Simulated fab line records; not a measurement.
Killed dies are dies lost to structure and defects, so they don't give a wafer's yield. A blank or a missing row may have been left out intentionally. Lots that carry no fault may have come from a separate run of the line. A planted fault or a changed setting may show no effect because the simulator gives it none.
Matching of chambers | flow nand-harc | ald-metal-02 running NHARC_A_CONTACT_ALD_18: 4 sister chambers
The step deposits TiN, target thk 3 nm, pulse time 1 s, ald cycles 150. 14 wafers are shown with their chamber, then 7 later ones without.

WAFERS, EACH WITH ITS CHAMBER
wafer  | chamber | heater-power-w (W) | precursor-pulse-height-rel
L075.2 | 1       | 916                | 1.013
L075.5 | 1       | 938                | 0.990
L075.6 | 0       | 1053               | 0.990
L076.1 | 2       | 1281               | 1.018
L076.2 | 3       | 1154               | 1.007
L076.5 | 0       | 1083               | 0.984
L082.1 | 0       | 1056               | 0.999
L082.4 | 1       | 937                | 0.969
L082.6 | 2       | 1259               | 0.966
L087.1 | 0       | 1015               | 1.023
L087.2 | 2       | 1202               | 0.994
L087.6 | 1       | 928                | 0.983
L088.4 | 1       | 919                | 0.999
L088.5 | 2       | 1183               | 0.987

SIGNATURES, as means of the wafers listed above
reading                    | chamber 0 | chamber 1 | chamber 2 | chamber 3 | scatter within a chamber
heater-power-w             | 1051.75   | 927.60    | 1231.25   | 1154.00   | 30.3
precursor-pulse-height-rel | 0.99900   | 0.99080   | 0.99125   | 1.00700   | 0.0183
Rule: a wafer's distance from a chamber is the root of the sum, over the readings, of the square of ((its reading less the chamber's mean) divided by the reading's scatter). The wafer belongs to the nearest chamber; if the next one is less than 2 further off, it can't be placed. How the scatter is found: for the shown wafers, subtract from each reading the mean of its chamber, square and add these, divide the total by (wafers less chambers), then take the root.

WAFERS MISSING THEIR CHAMBER
wafer  | heater-power-w (W) | precursor-pulse-height-rel
L088.6 | 1152               | 1.027
L092.1 | 1213               | 0.994
L092.2 | 953                | 0.984
L092.3 | 1199               | 1.032
L097.2 | 950                | 0.987
L097.3 | 1193               | 1.005
L097.6 | 939                | 1.004

CHAMBER TAKEN BY EACH
wafer  | from the rows above     | in truth
L088.6 | 3                       | 3
L092.1 | can't be placed: 2 or 3 | 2
L092.2 | 1                       | 1
L092.3 | can't be placed: 3 or 2 | 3
L097.2 | 1                       | 1
L097.3 | can't be placed: 3 or 2 | 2
L097.6 | 1                       | 1
Placed correctly: 4 of 7. Not placeable from these rows: 3 (in 3, the candidates include the true chamber). 0 placed wrongly.
